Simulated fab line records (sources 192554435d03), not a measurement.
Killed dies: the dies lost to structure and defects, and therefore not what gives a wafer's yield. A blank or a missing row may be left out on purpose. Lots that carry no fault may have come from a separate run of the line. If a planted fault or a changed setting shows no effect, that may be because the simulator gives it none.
Chamber matching :: flow n5Finfet :: 4 sister chambers for N5_PMOS_HMC_CHANNEL_EPI_ETCH_38 on rieSi-05
The step etches SiO2 in CF4, target depth 1.5 nm. 8 wafers are shown with their chamber, then 11 later ones without.

== EACH WAFER AND ITS CHAMBER ==
wafer: L088.6
chamber: 2
throttleValvePct (%): 21.76
drypumpMotorCurrentA (A): 5.1

wafer: L090.1
chamber: 3
throttleValvePct (%): 22.09
drypumpMotorCurrentA (A): 5.8

wafer: L090.3
chamber: 0
throttleValvePct (%): 21.96
drypumpMotorCurrentA (A): 5.9

wafer: L090.5
chamber: 1
throttleValvePct (%): 22.04
drypumpMotorCurrentA (A): 5.4

wafer: L091.1
chamber: 0
throttleValvePct (%): 21.96
drypumpMotorCurrentA (A): 6.0

wafer: L091.2
chamber: 2
throttleValvePct (%): 21.77
drypumpMotorCurrentA (A): 5.1

wafer: L091.3
chamber: 3
throttleValvePct (%): 22.10
drypumpMotorCurrentA (A): 5.8

wafer: L091.4
chamber: 1
throttleValvePct (%): 22.02
drypumpMotorCurrentA (A): 5.4

== WAFERS WITHOUT THEIR CHAMBER ==
wafer: L091.5
throttleValvePct (%): 21.95
drypumpMotorCurrentA (A): 5.9

wafer: L091.6
throttleValvePct (%): 22.02
drypumpMotorCurrentA (A): 5.4

wafer: L092.2
throttleValvePct (%): 22.04
drypumpMotorCurrentA (A): 5.4

wafer: L092.4
throttleValvePct (%): 21.77
drypumpMotorCurrentA (A): 5.1

wafer: L092.6
throttleValvePct (%): 22.04
drypumpMotorCurrentA (A): 5.4

wafer: L093.2
throttleValvePct (%): 22.09
drypumpMotorCurrentA (A): 5.8

wafer: L093.3
throttleValvePct (%): 21.76
drypumpMotorCurrentA (A): 5.1

wafer: L093.5
throttleValvePct (%): 22.08
drypumpMotorCurrentA (A): 5.8

wafer: L096.2
throttleValvePct (%): 21.76
drypumpMotorCurrentA (A): 5.0

wafer: L096.4
throttleValvePct (%): 21.94
drypumpMotorCurrentA (A): 5.9

wafer: L096.6
throttleValvePct (%): 22.04
drypumpMotorCurrentA (A): 5.4

== THE CHAMBER EACH PASSED THROUGH ==
wafer: L091.5
from the rows above: 0
in truth: 0

wafer: L091.6
from the rows above: 1
in truth: 1

wafer: L092.2
from the rows above: 1
in truth: 1

wafer: L092.4
from the rows above: 2
in truth: 2

wafer: L092.6
from the rows above: 1
in truth: 1

wafer: L093.2
from the rows above: 3
in truth: 3

wafer: L093.3
from the rows above: 2
in truth: 2

wafer: L093.5
from the rows above: 3
in truth: 3

wafer: L096.2
from the rows above: 2
in truth: 2

wafer: L096.4
from the rows above: 0
in truth: 0

wafer: L096.6
from the rows above: 1
in truth: 1
Placed correctly: 11 of 11. Can't be placed from these rows: 0. Number placed wrongly: 0.
How it was worked out, from the rows above alone: a wafer's distance from a chamber is the root of the sum, over the readings, of the square of ((its reading less the chamber's mean) divided by the reading's scatter). If the next closest chamber is less than 2 further off than the closest, the wafer can't be placed; otherwise it belongs to the closest. For every chamber, the mean is computed from those of its wafers that are shown. How the scatter is found: for the shown wafers, subtract from each reading the mean of its chamber, square and add these, divide the total by (wafers less chambers), then take the root.
